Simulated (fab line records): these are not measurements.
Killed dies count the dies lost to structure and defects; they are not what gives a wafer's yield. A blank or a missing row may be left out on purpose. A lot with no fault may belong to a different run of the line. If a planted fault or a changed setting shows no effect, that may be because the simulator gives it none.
fab line records	flow nand_harc
record: lots: 24	wafers: 72	last_day: 34
route steps=1302 shown P_BONDPAD@377 A_CHANNEL_HOLE_D1@462
lots untouched by any fault: they come from a run of this same line in which no faults occurred
start_h: hours from the record's opening day to when the first of the lot's shown wafers began	wait_h: how many hours have passed since the lot's step before this one	" the same as in the row above	L1.1+2: one row covering several wafers at once	- either no value or no given start	* or withheld: withheld	< > ~ a bound
route shown NAME@n: names a module that has steps shown in the file, with the first one's number in the route	usual: the fault-free wafers' mean and standard deviation	same: alike in all rows	chamber/n: place in a boat	sites: each site's reading	_std_site: their standard deviation	_edge_site: inner sites' mean taken away from outer sites' mean	radius_mm: how far each site lies from the wafer's centre	mask NAME#n: copy n	behind: the tool/chamber that last shaped the wafer	hold: cause of the lot's hold/its duration in hours/its outcome	device: names the non-switching transistor (n, p or np)	end of line: the route-end tests of the same wafers	a step with no rows: only its recipe	killed: at the first sort, the dies lost to defects and structure; wafer yield is something else	map: dies across one wafer; x = killed, . = not, _ = none there
set.NAME: setting as actually run; set.NAME@STEP: the setting as run at that earlier step	model.NAME: the simulator's own value behind a step, which no gauge read
steps of the route over a sample of lots; a table a step, a row a wafer
services: from which hour (start_h, from the record's first day; less than 0 if before it) a tool's chamber was out of use, for how many hours, and why
== steps ==
step: NHARC_P_BONDPAD_PVD_27
recipe: target_thk_a: 300	chamber_pressure_pa: 5	power_w: 5000	substrate_temp_c: 30	time_s: 20.49	material: Cu
usual: substrate_temp_c: 30.00/0.11	throttle_valve_pct: 30.0/0.7
same: time_s: 20.49
lot.wafer	tool	chamber	start_h	wait_h	substrate_temp_c	throttle_valve_pct
L074.3	pvd_sputter-02	-	-	-	30.13	30.1
L074.2	"	-	"	"	30.12	30.6
L074.6	"	-	"	"	30.06	30.1
L076.4	pvd_sputter-01	-	-	-	30.01	29.0
L076.3	"	-	"	"	30.10	28.6
L076.2	"	-	"	"	30.07	30.2
L075.3	pvd_sputter-02	-	-	-	30.15	30.2
L075.6	"	-	"	"	30.04	29.7
L075.5	"	-	"	"	29.69	30.3
L077.4	pvd_sputter-02	-	-	-	30.25	30.0
L077.5	"	-	"	"	29.78	30.4
L077.6	"	-	"	"	29.92	30.2
L078.3	pvd_sputter-02	-	-	-	30.04	30.8
L078.1	"	-	"	"	29.95	30.1
L078.2	"	-	"	"	30.02	30.1
L079.1	pvd_sputter-01	-	-	-	30.02	28.7
L079.4	"	-	"	"	30.00	30.5
L079.3	"	-	"	"	29.86	28.7
L080.2	pvd_sputter-03	-	-	-	30.25	30.0
L080.4	"	-	"	"	30.21	29.3
L080.6	"	-	"	"	29.86	31.1
L081.2	pvd_sputter-02	-	-	-	29.99	30.3
L081.3	"	-	"	"	29.90	30.9
L081.5	"	-	"	"	30.08	29.6
L082.1	pvd_sputter-03	-	-	-	30.00	29.0
L082.2	"	-	"	"	30.10	29.2
L082.5	"	-	"	"	30.03	29.9
L083.2	pvd_sputter-03	-	-	-	30.02	29.0
L083.4	"	-	"	"	29.94	29.8
L083.5	"	-	"	"	30.24	29.4
L084.4	pvd_sputter-02	-	-	-	29.87	30.0
L084.2	"	-	"	"	29.97	29.6
L084.6	"	-	"	"	29.95	30.6
L085.4	pvd_sputter-02	-	-	-	29.90	30.7
L085.3	"	-	"	"	29.97	30.0
L085.2	"	-	"	"	30.04	30.5
L086.3	pvd_sputter-02	-	-	-	29.78	29.9
L086.4	"	-	"	"	30.11	29.5
L086.6	"	-	"	"	29.96	30.0
L087.3	pvd_sputter-03	-	-	-	29.76	29.5
L087.4	"	-	"	"	30.08	31.0
L087.6	"	-	"	"	29.95	29.3
L088.3	pvd_sputter-01	-	-	-	29.96	28.9
L088.4	"	-	"	"	29.85	28.6
L088.6	"	-	"	"	30.20	30.8
L089.1	pvd_sputter-03	-	-	-	30.19	29.5
L089.2	"	-	"	"	29.99	29.7
L089.6	"	-	"	"	30.30	29.2
L090.2	pvd_sputter-02	-	-	-	29.92	29.2
L090.3	"	-	"	"	29.94	30.0
L090.5	"	-	"	"	29.94	31.0
L091.3	pvd_sputter-03	-	-	-	30.03	29.1
L091.4	"	-	"	"	29.79	31.0
L091.6	"	-	"	"	30.01	29.2
L092.4	pvd_sputter-02	-	-	-	30.11	31.2
L092.5	"	-	"	"	30.01	29.9
L092.6	"	-	"	"	30.10	30.7
L093.4	pvd_sputter-03	-	-	-	30.08	31.1
L093.5	"	-	"	"	29.91	29.0
L093.6	"	-	"	"	29.94	31.0
L094.1	pvd_sputter-01	-	-	-	29.95	29.2
L094.2	"	-	"	"	29.95	30.0
L094.4	"	-	"	"	29.89	28.9
L095.2	pvd_sputter-03	-	-	-	29.88	31.1
L095.6	"	-	"	"	30.04	31.1
L095.5	"	-	"	"	30.03	29.7
L096.3	pvd_sputter-02	-	-	-	29.80	29.6
L096.2	"	-	"	"	30.09	30.3
L096.5	"	-	"	"	30.00	30.1
L097.2	pvd_sputter-03	-	-	-	29.98	29.7
L097.1	"	-	"	"	30.04	31.1
L097.5	"	-	"	"	30.02	29.7
step: NHARC_P_BONDPAD_CMP_19
recipe: t_overpolish_s: 30	cu_recess_touch_s: 16	target_thk_nm: 160.81
usual: motor_current_A: 11.9/1.6	overpolish_run_s: 29.999/0.0096	retaining_ring_pressure_frac: 1.001/0.0047
lot.wafer	tool	chamber	start_h	wait_h	motor_current_A	overpolish_run_s	retaining_ring_pressure_frac
L074.3	cmp-01	2	144.24	-	8.7	30.005	1.004
L074.2	"	0	"	"	10.9	29.998	1.000
L074.6	"	2	"	"	8.2	30.000	0.997
L076.4	cmp-03	1	159.92	-	11.6	30.018	0.992
L076.3	"	3	"	"	14.3	30.013	1.003
L076.2	"	0	"	"	12.9	30.005	1.001
L075.3	cmp-03	3	160.53	-	13.9	29.993	0.995
L075.5	"	3	"	"	14.0	29.993	1.007
L075.6	"	0	"	"	12.7	30.002	0.986
L077.4	cmp-01	1	165.79	-	9.7	29.997	1.003
L077.6	"	0	"	"	10.7	29.998	0.999
L077.5	"	1	"	"	9.9	30.011	1.000
L078.3	cmp-01	3	178.80	-	12.4	29.995	1.000
L078.2	"	0	"	"	11.2	30.002	1.001
L078.1	"	1	"	"	9.3	29.986	1.000
L079.4	cmp-04	0	186.09	-	13.7	30.001	0.997
L079.3	"	2	"	"	11.5	29.990	1.002
L079.1	"	3	"	"	12.7	30.012	0.995
L080.2	cmp-03	1	193.78	-	11.1	30.020	1.001
L080.4	"	3	"	"	13.3	30.003	1.002
L080.6	"	2	"	"	13.5	29.993	1.003
L081.2	cmp-04	3	205.06	-	12.0	30.002	1.007
L081.3	"	0	"	"	13.2	29.993	1.007
L081.5	"	0	"	"	13.2	30.000	0.997
L082.1	cmp-01	3	217.61	-	13.4	30.001	1.007
L082.2	"	1	"	"	10.4	29.991	1.005
L082.5	"	0	"	"	11.9	29.995	0.992
L083.2	cmp-01	2	224.99	-	8.3	30.002	1.001
L083.4	"	0	"	"	11.5	29.998	1.006
L083.5	"	2	"	"	8.4	30.011	0.999
L084.4	cmp-01	2	239.33	-	8.2	30.018	0.999
L084.2	"	3	"	"	12.5	29.996	1.009
L084.6	"	1	"	"	10.0	29.991	0.994
L085.3	cmp-04	3	243.56	-	12.0	29.979	1.002
L085.2	"	0	"	"	13.9	30.004	1.003
L085.4	"	2	"	"	11.7	30.000	1.007
L086.4	cmp-03	0	257.22	-	13.4	30.006	0.995
L086.3	"	1	"	"	11.1	29.983	0.994
L086.6	"	3	"	"	14.2	29.993	1.004
L087.4	cmp-01	1	265.14	-	10.2	30.021	1.000
L087.3	"	2	"	"	9.0	29.988	0.996
L087.6	"	0	"	"	10.9	30.011	1.007
L088.3	cmp-03	0	282.94	-	13.1	30.009	0.997
L088.4	"	3	"	"	14.1	29.983	1.002
L088.6	"	0	"	"	13.1	30.004	0.999
L089.2	cmp-03	1	284.27	-	11.1	29.992	0.992
L089.1	"	2	"	"	13.6	29.999	1.002
L089.6	"	0	"	"	13.6	30.004	0.993
L090.3	cmp-03	0	297.87	-	13.1	30.016	1.003
L090.2	"	1	"	"	11.4	30.013	1.009
L090.5	"	0	"	"	12.3	30.004	0.994
L091.3	cmp-01	1	298.83	-	10.1	30.003	0.997
L091.4	"	3	"	"	13.2	29.992	1.005
L091.6	"	2	"	"	8.9	29.983	0.993
L092.4	cmp-03	3	331.93	-	13.5	29.988	1.002
L092.5	"	0	"	"	13.2	29.999	0.997
L092.6	"	1	"	"	11.2	29.990	1.000
L093.4	cmp-01	0	332.33	-	10.9	29.991	1.002
L093.6	"	2	"	"	8.4	29.990	0.993
L093.5	"	3	"	"	12.6	29.991	1.001
L094.2	cmp-03	0	338.10	-	13.4	29.989	1.003
L094.4	"	1	"	"	11.0	29.992	1.001
L094.1	"	2	"	"	14.2	30.005	1.002
L095.2	cmp-04	0	350.56	-	13.3	30.018	0.999
L095.5	"	3	"	"	13.1	30.012	0.998
L095.6	"	0	"	"	13.1	29.989	0.996
L096.2	cmp-04	1	360.12	-	11.9	30.002	1.006
L096.3	"	2	"	"	12.1	29.993	1.000
L096.5	"	2	"	"	12.0	29.997	0.999
L097.2	cmp-03	0	368.21	-	12.9	29.987	0.998
L097.1	"	1	"	"	11.3	30.013	1.009
L097.5	"	0	"	"	12.9	29.977	1.004
step: NHARC_P_BONDPAD_INSPECT_23
usual: raw_defect_count: 341/120
lot.wafer	tool	chamber	start_h	wait_h	raw_defect_count
L074.2	defect_inspect-01	-	144.77	0.0	233
L074.3	"	-	"	"	214
L074.6	"	-	"	"	215
L076.2	defect_inspect-02	-	160.48	0.0	355
L076.3	"	-	"	"	491
L076.4	"	-	"	"	331
L075.3	defect_inspect-01	-	161.05	0.0	296
L075.5	"	-	"	"	548
L075.6	"	-	"	"	344
L077.4	defect_inspect-01	-	166.31	0.0	212
L077.5	"	-	"	"	137
L077.6	"	-	"	"	217
L078.1	defect_inspect-01	-	179.35	0.0	378
L078.2	"	-	"	"	450
L078.3	"	-	"	"	355
L079.1	defect_inspect-01	-	186.64	0.0	309
L079.3	"	-	"	"	410
L079.4	"	-	"	"	361
L080.2	defect_inspect-02	-	194.33	0.0	376
L080.4	"	-	"	"	262
L080.6	"	-	"	"	213
L081.2	defect_inspect-02	-	205.59	0.0	301
L081.3	"	-	"	"	361
L081.5	"	-	"	"	275
L082.1	defect_inspect-02	-	218.16	0.0	334
L082.2	"	-	"	"	359
L082.5	"	-	"	"	229
L083.2	defect_inspect-02	-	225.51	0.0	266
L083.4	"	-	"	"	298
L083.5	"	-	"	"	305
L084.2	defect_inspect-01	-	239.82	0.0	343
L084.4	"	-	"	"	215
L084.6	"	-	"	"	256
L085.2	defect_inspect-02	-	244.10	0.0	362
L085.3	"	-	"	"	251
L085.4	"	-	"	"	339
L086.3	defect_inspect-02	-	257.71	0.0	425
L086.4	"	-	"	"	561
L086.6	"	-	"	"	318
L087.3	defect_inspect-02	-	265.65	0.0	268
L087.4	"	-	"	"	606
L087.6	"	-	"	"	331
L088.3	defect_inspect-01	-	283.47	0.0	376
L088.4	"	-	"	"	461
L088.6	"	-	"	"	379
L089.1	defect_inspect-01	-	284.77	0.0	406
L089.2	"	-	"	"	437
L089.6	"	-	"	"	427
L090.2	defect_inspect-02	-	298.37	0.0	256
L090.3	"	-	"	"	202
L090.5	"	-	"	"	208
L091.3	defect_inspect-02	-	299.38	0.0	262
L091.4	"	-	"	"	210
L091.6	"	-	"	"	333
L092.4	defect_inspect-02	-	332.39	0.0	407
L092.5	"	-	"	"	622
L092.6	"	-	"	"	812
L093.4	defect_inspect-01	-	332.80	0.0	240
L093.5	"	-	"	"	234
L093.6	"	-	"	"	564
L094.1	defect_inspect-02	-	338.62	0.0	353
L094.2	"	-	"	"	251
L094.4	"	-	"	"	317
L095.2	defect_inspect-01	-	351.06	0.0	237
L095.5	"	-	"	"	224
L095.6	"	-	"	"	294
L096.2	defect_inspect-02	-	360.66	0.1	266
L096.3	"	-	"	"	461
L096.5	"	-	"	"	340
L097.1	defect_inspect-01	-	368.74	0.0	187
L097.2	"	-	"	"	286
L097.5	"	-	"	"	316
step: NHARC_A_CHANNEL_HOLE_D1_CD_MEAS_10
recipe: target_cd_nm: 100	landing_energy_ev: 500
usual: cd_nm: 100.0/0.49
lot.wafer	tool	chamber	start_h	wait_h	cd_nm
L074.2	cd_sem-01	0	185.80	-	99.9
L074.3	"	0	"	"	100.4
L074.6	"	0	"	"	100.0
L076.2	cd_sem-03	0	202.55	-	99.6
L076.3	"	0	"	"	99.9
L076.4	"	0	"	"	99.4
L075.3	cd_sem-02	0	203.92	-	99.5
L075.5	"	0	"	"	99.7
L075.6	"	0	"	"	99.7
L077.4	cd_sem-01	0	207.47	-	99.3
L077.5	"	0	"	"	99.6
L077.6	"	0	"	"	99.2
L078.1	cd_sem-02	0	218.81	-	99.8
L078.2	"	0	"	"	99.9
L078.3	"	0	"	"	100.1
L079.1	cd_sem-02	0	230.35	-	100.8
L079.3	"	0	"	"	100.6
L079.4	"	0	"	"	100.8
L080.2	cd_sem-03	0	237.93	-	99.9
L080.4	"	0	"	"	100.0
L080.6	"	0	"	"	99.9
L081.2	cd_sem-01	0	250.19	-	100.5
L081.3	"	0	"	"	100.6
L081.5	"	0	"	"	100.4
L082.1	cd_sem-03	0	259.64	-	99.8
L082.2	"	0	"	"	99.8
L082.5	"	0	"	"	99.6
L083.2	cd_sem-03	0	264.89	-	100.0
L083.4	"	0	"	"	100.1
L083.5	"	0	"	"	100.5
L084.2	cd_sem-01	0	279.19	-	100.6
L084.4	"	0	"	"	100.5
L084.6	"	0	"	"	100.4
L085.2	cd_sem-01	0	284.62	-	100.2
L085.3	"	0	"	"	100.3
L085.4	"	0	"	"	100.0
L086.3	cd_sem-01	0	303.26	-	99.8
L086.4	"	0	"	"	99.8
L086.6	"	0	"	"	100.3
L087.3	cd_sem-03	0	308.77	-	100.3
L087.4	"	0	"	"	100.1
L087.6	"	0	"	"	100.5
L088.3	cd_sem-03	0	330.07	-	100.8
L088.4	"	0	"	"	101.0
L088.6	"	0	"	"	101.0
L089.1	cd_sem-01	0	331.51	-	99.5
L089.2	"	0	"	"	100.3
L089.6	"	0	"	"	100.0
L091.3	cd_sem-02	0	339.82	-	99.3
L091.4	"	0	"	"	99.3
L091.6	"	0	"	"	99.2
L090.2	cd_sem-02	0	340.26	-	99.7
L090.3	"	0	"	"	100.1
L090.5	"	0	"	"	99.5
L093.4	cd_sem-01	0	371.83	-	100.1
L093.5	"	0	"	"	99.3
L093.6	"	0	"	"	99.8
L092.4	cd_sem-03	0	373.15	-	100.2
L092.5	"	0	"	"	99.5
L092.6	"	0	"	"	99.2
L094.1	cd_sem-02	0	386.66	-	99.8
L094.2	"	0	"	"	100.1
L094.4	"	0	"	"	99.5
L095.2	cd_sem-02	0	393.01	-	100.0
L095.5	"	0	"	"	99.8
L095.6	"	0	"	"	99.8
L096.2	cd_sem-03	0	402.87	-	100.4
L096.3	"	0	"	"	100.2
L096.5	"	0	"	"	100.2
L097.1	cd_sem-03	0	413.55	-	100.9
L097.2	"	0	"	"	101.0
L097.5	"	0	"	"	100.2
step: NHARC_A_CHANNEL_HOLE_D1_ETCH_38
recipe: target_depth_a: 390	over_etch_frac: 0.3	time_s: 65	ion_energy_ev: 80	cf4_flow_sccm: 150	ar_flow_sccm: 0	rf_w: 300	bias_w: 100	chemistry: CF4
usual: drypump_motor_current_A: 5.9/0.41	oes_product_au: 1.003/0.0087	rf_vpp_V: 150.9/1.2	showerhead_plenum_p_Torr: 1.75/0.07	throttle_valve_pct: 13.284/0.0096
same: time_s: 65
lot.wafer	tool	chamber	start_h	wait_h	drypump_motor_current_A	oes_product_au	rf_hours_counter_h	rf_vpp_V	showerhead_plenum_p_Torr	throttle_valve_pct
L074.3	rie_diel-09	0	186.07	0.1	5.5	1.006	2	151.2	1.78	13.277
L074.2	"	3	"	"	5.7	0.988	2	150.3	1.69	13.285
L074.6	"	1	"	"	6.2	0.999	-	151.6	1.81	13.295
L076.2	rie_diel-09	3	202.81	0.1	5.7	1.005	3	148.4	1.69	13.284
L076.3	"	1	"	"	6.2	0.991	3	151.2	1.81	13.277
L076.4	"	2	"	"	6.3	1.000	3	151.3	1.68	13.274
L075.3	rie_diel-09	1	204.19	0.1	6.2	1.004	4	151.4	1.81	13.298
L075.5	"	1	"	"	6.3	0.996	-	151.5	1.81	13.278
L075.6	"	2	"	"	6.3	1.004	-	150.3	1.68	13.275
L077.4	rie_diel-09	2	207.74	0.1	6.3	1.007	4	149.9	1.68	13.294
L077.5	"	0	"	"	5.5	1.003	-	150.7	1.78	13.283
L077.6	"	1	"	"	6.2	1.001	-	151.9	1.81	13.295
L078.3	rie_diel-06	3	219.08	0.1	5.4	1.006	23	148.7	1.72	13.285
L078.2	"	0	"	"	6.5	1.008	25	151.7	1.84	13.270
L078.1	"	2	"	"	5.3	1.003	26	150.5	1.72	13.283
L079.1	rie_diel-09	0	230.62	0.1	5.5	1.006	6	152.1	1.78	13.290
L079.4	"	1	"	"	6.2	1.010	6	151.9	1.81	13.285
L079.3	"	2	"	"	6.3	1.017	6	151.2	1.68	13.284
L080.4	rie_diel-01	0	238.20	0.1	5.4	1.017	8	153.2	1.91	13.293
L080.2	"	2	"	"	5.8	1.010	9	153.3	1.88	13.276
L080.6	"	3	"	"	6.6	1.003	-	151.0	1.72	13.276
L081.3	rie_diel-06	0	250.47	0.1	6.5	1.009	35	150.8	1.83	13.277
L081.2	"	1	"	"	5.9	1.003	38	150.2	1.67	13.286
L081.5	"	3	"	"	5.4	1.007	-	151.8	1.72	13.271
L082.1	rie_diel-09	1	259.91	0.1	6.2	0.995	7	153.2	1.81	13.288
L082.2	"	0	"	"	5.5	0.996	7	150.7	1.78	13.283
L082.5	"	1	"	"	6.2	0.995	-	152.4	1.81	13.265
L083.4	rie_diel-09	1	265.15	0.1	6.2	1.002	8	151.1	1.81	13.282
L083.2	"	2	"	"	6.3	0.997	8	149.6	1.68	13.303
L083.5	"	2	"	"	6.3	0.990	-	149.7	1.68	13.274
L084.2	rie_diel-01	2	279.49	0.1	5.8	1.005	22	152.0	1.87	13.275
L084.6	"	3	"	"	6.6	1.007	-	150.4	1.71	13.291
L084.4	"	1	"	"	5.6	0.997	-	149.2	1.67	13.292
L085.2	rie_diel-01	0	284.90	0.1	5.4	1.007	22	152.1	1.90	13.295
L085.4	"	1	"	"	5.6	0.988	22	150.8	1.67	13.283
L085.3	"	2	"	"	5.8	0.982	25	151.3	1.87	13.294
L086.3	rie_diel-09	0	303.55	0.1	5.5	0.995	10	153.1	1.78	13.256
L086.4	"	3	"	"	5.7	1.014	-	151.3	1.68	13.302
L086.6	"	0	"	"	5.5	1.004	-	149.3	1.78	13.287
L087.3	rie_diel-09	1	309.03	0.1	6.2	1.005	11	151.8	1.80	13.288
L087.4	"	0	"	"	5.5	1.012	10	150.3	1.78	13.296
L087.6	"	2	"	"	6.3	1.014	-	149.3	1.68	13.298
L088.3	rie_diel-09	3	330.35	0.1	5.7	1.001	0	148.3	1.68	13.282
L088.4	"	2	"	"	6.3	0.997	0	149.5	1.68	13.303
L088.6	"	0	"	"	5.5	1.005	-	150.6	1.78	13.293
L089.1	rie_diel-09	3	331.79	0.1	5.7	1.000	1	148.9	1.68	13.293
L089.2	"	1	"	"	6.2	1.006	0	151.2	1.80	13.272
L089.6	"	2	"	"	6.3	0.991	-	149.2	1.68	13.277
L091.3	rie_diel-01	3	340.10	0.1	6.6	0.995	43	151.7	1.71	13.295
L091.4	"	0	"	"	5.3	1.007	39	153.5	1.90	13.295
L091.6	"	2	"	"	5.8	0.992	-	152.9	1.87	13.287
L090.2	rie_diel-09	2	340.52	0.1	6.3	0.991	1	149.1	1.68	13.263
L090.3	"	1	"	"	6.3	1.017	1	149.5	1.80	13.289
L090.5	"	3	"	"	5.7	1.005	-	149.5	1.68	13.288
L093.4	rie_diel-09	2	372.10	0.1	6.3	0.998	3	151.1	1.68	13.285
L093.6	"	1	"	"	6.2	1.014	-	151.2	1.80	13.272
L093.5	"	2	"	"	6.3	1.008	-	149.3	1.68	13.292
L092.4	rie_diel-01	2	373.42	0.1	5.8	1.000	53	151.6	1.86	13.278
L092.6	"	2	"	"	5.7	0.998	-	152.9	1.86	13.300
L092.5	"	3	"	"	6.6	0.995	-	150.5	1.71	13.288
L094.1	rie_diel-09	1	386.93	0.1	6.2	0.992	5	151.3	1.80	13.273
L094.2	"	2	"	"	6.3	0.992	4	149.7	1.68	13.279
L094.4	"	3	"	"	5.7	0.994	4	149.4	1.68	13.282
L095.2	rie_diel-06	0	393.35	0.1	6.5	1.006	25	152.0	1.82	13.273
L095.5	"	2	"	"	5.3	1.008	-	150.8	1.70	13.279
L095.6	"	3	"	"	5.4	1.022	-	149.6	1.70	13.273
L096.2	rie_diel-06	3	403.14	0.1	5.4	1.031	35	149.0	1.70	13.292
L096.3	"	1	"	"	5.9	1.010	30	149.8	1.66	13.274
L096.5	"	3	"	"	5.4	1.024	-	151.1	1.70	13.269
L097.1	rie_diel-09	2	413.83	0.1	6.3	0.993	7	149.1	1.68	13.283
L097.2	"	0	"	"	5.5	0.993	7	151.0	1.78	13.293
L097.5	"	1	"	"	6.2	0.995	-	151.6	1.80	13.273
step: NHARC_A_CHANNEL_HOLE_D1_ETCH_22
recipe: bias_v: 3000	source_w: withheld	pressure_mtorr: 20	time_s: 666.7	ar_flow_sccm: 375	c4f8_flow_sccm: 89.3	o2_flow_sccm: 35.7	temp_c: -20	target_depth_a: 16000	chemistry: C4F8/O2/Ar
usual: drypump_motor_current_A: 5.6/0.72	showerhead_plenum_p_Torr: 3.65/0.12	throttle_valve_pct: 32.154/0.0092
same: time_s: 666.7
lot.wafer	tool	chamber	start_h	wait_h	drypump_motor_current_A	rf_hours_counter_h	showerhead_plenum_p_Torr	throttle_valve_pct
L074.2	har_etch-02	1	188.12	0.4	6.5	285	3.64	32.155
L074.3	"	0	"	"	4.8	-	3.64	32.151
L074.6	"	1	"	"	6.5	-	3.64	32.151
L076.2	har_etch-02	0	205.74	0.4	4.8	311	3.63	32.161
L076.4	"	0	"	"	4.8	-	3.63	32.160
L076.3	"	1	"	"	6.5	-	3.63	32.173
L075.3	har_etch-01	1	206.34	0.4	6.0	-	3.56	32.153
L075.6	"	1	"	"	6.0	-	3.56	32.161
L075.5	"	0	"	"	5.3	-	3.71	32.157
L077.4	har_etch-02	1	210.10	0.4	6.5	-	3.63	32.147
L077.5	"	1	"	"	6.5	-	3.63	32.161
L077.6	"	0	"	"	4.8	-	3.63	32.159
L078.2	har_etch-02	1	221.04	0.4	6.5	308	3.62	32.163
L078.1	"	0	"	"	4.8	323	3.62	32.144
L078.3	"	0	"	"	4.8	-	3.62	32.148
L079.1	har_etch-01	0	232.67	0.4	5.3	122	3.70	32.156
L079.3	"	1	"	"	6.0	-	3.56	32.159
L079.4	"	0	"	"	5.3	-	3.70	32.162
L080.2	har_etch-01	0	240.54	0.4	5.3	126	3.70	32.157
L080.4	"	1	"	"	6.0	-	3.55	32.163
L080.6	"	0	"	"	5.3	-	3.70	32.171
L081.2	har_etch-02	1	252.43	0.4	6.5	323	3.62	32.158
L081.3	"	1	"	"	6.5	-	3.61	32.167
L081.5	"	1	"	"	6.6	-	3.61	32.162
L082.1	har_etch-01	0	261.88	0.4	5.3	134	3.70	32.157
L082.2	"	1	"	"	6.0	134	3.55	32.167
L082.5	"	0	"	"	5.3	-	3.70	32.170
L083.2	har_etch-02	0	268.18	0.4	4.8	346	3.61	32.149
L083.4	"	0	"	"	4.8	-	3.61	32.143
L083.5	"	0	"	"	4.8	-	3.61	32.143
L084.2	har_etch-02	0	281.61	0.4	4.8	350	3.61	32.176
L084.4	"	1	"	"	6.5	-	3.61	32.135
L084.6	"	1	"	"	6.5	-	3.61	32.150
L085.2	har_etch-02	1	286.95	0.4	6.5	339	3.61	32.168
L085.4	"	0	"	"	4.8	-	3.61	32.140
L085.3	"	1	"	"	6.5	-	3.61	32.157
L086.4	har_etch-02	1	307.77	0.4	6.5	-	3.60	32.145
L086.3	"	0	"	"	4.8	-	3.60	32.153
L086.6	"	0	"	"	4.8	-	3.60	32.164
L087.3	har_etch-02	0	312.98	0.8	4.8	-	3.60	32.145
L087.4	"	0	"	"	4.8	-	3.60	32.147
L087.6	"	0	"	"	4.8	-	3.60	32.161
L088.4	har_etch-01	0	335.82	0.4	5.3	-	3.67	32.149
L088.3	"	1	"	"	6.0	-	3.52	32.174
L088.6	"	1	"	"	6.0	-	3.53	32.146
L089.2	har_etch-02	0	336.73	0.4	4.8	393	3.59	32.149
L089.1	"	1	"	"	6.5	354	3.60	32.156
L089.6	"	0	"	"	4.8	-	3.59	32.162
L091.4	har_etch-01	0	343.88	0.4	5.3	-	3.67	32.178
L091.3	"	1	"	"	6.0	-	3.52	32.170
L091.6	"	0	"	"	5.3	-	3.67	32.162
L090.2	har_etch-02	0	345.04	0.4	4.8	401	3.58	32.154
L090.3	"	1	"	"	6.5	-	3.59	32.158
L090.5	"	0	"	"	4.8	-	3.58	32.160
L093.4	har_etch-02	0	374.33	0.4	4.8	-	3.57	32.159
L093.6	"	1	"	"	6.5	-	3.59	32.166
L093.5	"	0	"	"	4.8	-	3.57	32.139
L092.4	har_etch-01	1	375.67	0.4	6.0	-	3.51	32.144
L092.6	"	0	"	"	5.3	-	3.66	32.152
L092.5	"	1	"	"	6.0	-	3.51	32.150
L094.1	har_etch-01	1	388.89	0.4	6.0	217	3.51	32.150
L094.2	"	0	"	"	5.3	217	3.65	32.157
L094.4	"	0	"	"	5.3	-	3.65	32.153
L095.2	har_etch-02	0	398.05	0.4	4.8	1	3.93	32.162
L095.5	"	0	"	"	4.8	-	3.93	32.141
L095.6	"	1	"	"	6.5	-	3.93	32.148
L096.2	har_etch-02	0	406.35	0.4	4.8	9	3.93	32.158
L096.3	"	1	"	"	6.5	-	3.93	32.162
L096.5	"	1	"	"	6.5	-	3.93	32.137
L097.2	har_etch-02	1	415.78	0.4	6.5	13	3.93	32.142
L097.1	"	0	"	"	4.8	13	3.93	32.155
L097.5	"	1	"	"	6.5	-	3.93	32.136
== services ==
tool	chamber	start_h	hours	kind
pvd_sputter-03	-	131.11	8.2	repair
cmp-03	-	137.96	3.1	repair
rie_diel-09	3	138.06	4.2	repair
rie_diel-09	0	141.37	12.5	repair
rie_diel-09	-	143.10	9.0	pm
pvd_sputter-03	-	146.39	2.0	repair
cmp-01	-	148.33	1.7	repair
cmp-03	-	163.46	4.0	pm
cmp-01	-	185.77	4.0	pm
cmp-03	-	215.03	4.4	repair
cmp-03	-	261.46	4.0	pm
pvd_sputter-02	-	262.96	3.1	repair
cmp-03	-	274.00	4.6	repair
pvd_sputter-02	-	282.00	10.0	pm
rie_diel-09	2	289.30	14.3	repair
pvd_sputter-02	-	297.71	3.8	repair
rie_diel-09	1	319.28	1.5	repair
rie_diel-09	-	320.32	9.0	pm
cmp-03	-	333.92	0.6	repair
cmp-03	-	349.65	2.6	repair
cmp-03	-	359.46	4.0	pm
har_etch-02	-	377.35	17.0	pm
cmp-03	-	399.55	2.5	repair
cmp-03	-	405.62	3.5	repair
== key ==
fault none
